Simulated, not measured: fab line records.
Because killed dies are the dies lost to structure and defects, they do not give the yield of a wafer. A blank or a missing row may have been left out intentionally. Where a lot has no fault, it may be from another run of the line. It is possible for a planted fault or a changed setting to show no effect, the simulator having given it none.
Code-filled problem report in 8D (eight disciplines) form / flow n5_finfet / the parts of the form that need people (team, actions taken, sign-off) are left out

== 1. THE ISSUE ==
Across 12 wafers from 4 lots, PWELL_OVL at N5_WELL_APT_OVL_MEAS_26 averages 38 nm, while fault-free wafers read -8 nm with a standard deviation of 6.1. That is +7.6 standard deviations from the usual mean.
First seen on wafer L830.1, day 2 15:02, on overlay-02. The record has a number at this step for 38 wafers belonging to 13 lots. The rule behind "out" and "out of limits": a value lying over 4 standard deviations away from the usual mean. Any other wafer with a number is counted as sound.

== 2. WHAT IT IS, AND WHAT IT ISN'T ==
question=which readings at this step | is=PWELL_OVL | is not=-
question=which lots | is=L830, L831, L832, L833 | is not=L826, L827, L828, L837, L838, L840, L841, L842, L849
question=which wafers of those lots | is=all that have a number | is not=-
question=read on which gauges | is=overlay-01, overlay-02 | is not=-
question=when | is=from day 2 15:02 | is not=up to then (9 sound wafers); but 17 sound wafers of L837, L838, L840, L841, L842, L849 came after

== 3. THE SUSPECTS, EACH WITH WHAT RULES IT OUT ==
Counting: a tool stays on the suspect list if, at a process step up to the reading, it processed all lots that are out and no sound lot following the first of them.
- the gauge at N5_WELL_APT_OVL_MEAS_26: ruled out. The wafers that are out were read on 2 gauges (overlay-01, overlay-02).
- krf_scanner-02 at N5_WELL_APT_EXPOSE_22 (exposes mask PWELL, defocus 0 nm, target cd 200 nm): kept. It ran every lot that is out, first L830 (day 2 14:50), and no sound lot after that; its last sound lot up to then is L828 (day 2 02:40).
Remaining after the count: krf_scanner-02 at N5_WELL_APT_EXPOSE_22.

== 4. THE CAUSE (what the simulator had put in) ==
Scanner matching overlay: krf_scanner-02, from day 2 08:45 on, at N5_WELL_APT_EXPOSE_22. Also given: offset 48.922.
After counting, this tool was the only one left.

== 5. THE EFFECT CHAIN, in route order ==
Each row: a reading whose mean over the struck wafers that have a number lies more than 3 standard deviations from the usual. Only readings for which the record gives a usual standard deviation are gone through. hours: the time from each lot's start at the first step in this table that gives one to its start at this step, as a median over the lots. sigmas: the change in usual standard deviations.
hours=0; step=N5_WELL_APT_OVL_MEAS_26; reading=PWELL_OVL; usual=-8 nm; on struck wafers=38; change=+46; sigmas=+7.6

== 6. HOW IT WOULD HAVE BEEN CAUGHT EARLIER ==
6 hours passed between the start of the fault at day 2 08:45 and the first reading out of limits at a measuring or inspecting step in this record, taken at day 2 15:02.
Of the lots that are out (4), L831, L832, L833 began N5_WELL_APT_EXPOSE_22 on krf_scanner-02 after day 2 15:02. A hold on the tool at that time would have spared those 3.
